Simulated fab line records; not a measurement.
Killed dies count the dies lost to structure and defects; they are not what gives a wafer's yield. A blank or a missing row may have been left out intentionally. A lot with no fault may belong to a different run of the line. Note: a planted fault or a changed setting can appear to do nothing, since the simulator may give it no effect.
Chamber matching / flow n5Finfet / N5_SDB_ALD_29 on aldSin-02: 4 sister chambers
The step deposits SiNx, target thk 30 nm, pulse time 1 s, ald cycles 600. 8 wafers are shown with their chamber, then 8 later ones without.

WAFERS WITH THEIR CHAMBER
wafer=L077.2; chamber=2; heaterPowerW (W)=863; precursorPulseHeightRel=1.024
wafer=L084.3; chamber=2; heaterPowerW (W)=845; precursorPulseHeightRel=1.003
wafer=L084.5; chamber=1; heaterPowerW (W)=688; precursorPulseHeightRel=0.989
wafer=L085.3; chamber=1; heaterPowerW (W)=672; precursorPulseHeightRel=1.031
wafer=L085.4; chamber=3; heaterPowerW (W)=872; precursorPulseHeightRel=1.015
wafer=L086.4; chamber=3; heaterPowerW (W)=871; precursorPulseHeightRel=0.996
wafer=L086.5; chamber=0; heaterPowerW (W)=881; precursorPulseHeightRel=1.028
wafer=L087.1; chamber=0; heaterPowerW (W)=895; precursorPulseHeightRel=1.016

WAFERS WHOSE CHAMBER IS MISSING
wafer=L087.4; heaterPowerW (W)=872; precursorPulseHeightRel=1.024
wafer=L087.5; heaterPowerW (W)=892; precursorPulseHeightRel=1.026
wafer=L093.1; heaterPowerW (W)=884; precursorPulseHeightRel=1.011
wafer=L093.2; heaterPowerW (W)=669; precursorPulseHeightRel=1.008
wafer=L093.6; heaterPowerW (W)=673; precursorPulseHeightRel=1.013
wafer=L097.2; heaterPowerW (W)=852; precursorPulseHeightRel=1.015
wafer=L097.3; heaterPowerW (W)=665; precursorPulseHeightRel=1.013
wafer=L097.5; heaterPowerW (W)=860; precursorPulseHeightRel=0.997

THE CHAMBER EACH PASSED THROUGH
wafer=L087.4; from the rows above=can't be placed: 3 or 0 or 2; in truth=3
wafer=L087.5; from the rows above=can't be placed: 0 or 3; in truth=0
wafer=L093.1; from the rows above=can't be placed: 0 or 3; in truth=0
wafer=L093.2; from the rows above=1; in truth=1
wafer=L093.6; from the rows above=1; in truth=1
wafer=L097.2; from the rows above=can't be placed: 2 or 3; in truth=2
wafer=L097.3; from the rows above=1; in truth=1
wafer=L097.5; from the rows above=can't be placed: 2 or 3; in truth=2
Placed correctly: 3 of 8. From these rows, 5 cannot be placed; in 5 the true chamber is one of the candidates. 0 placed wrongly.
How it was worked out, from the rows above alone: a wafer's distance from a chamber is the root of the sum, over the readings, of the square of ((its reading less the chamber's mean) divided by the reading's scatter). The wafer belongs to the nearest chamber; if the next one is less than 2 further off, it can't be placed. Each chamber's mean is taken over the wafers shown for it. The scatter: take each reading less its chamber's mean, square it, sum over the shown wafers, divide by the number of wafers less the number of chambers, and take the root.
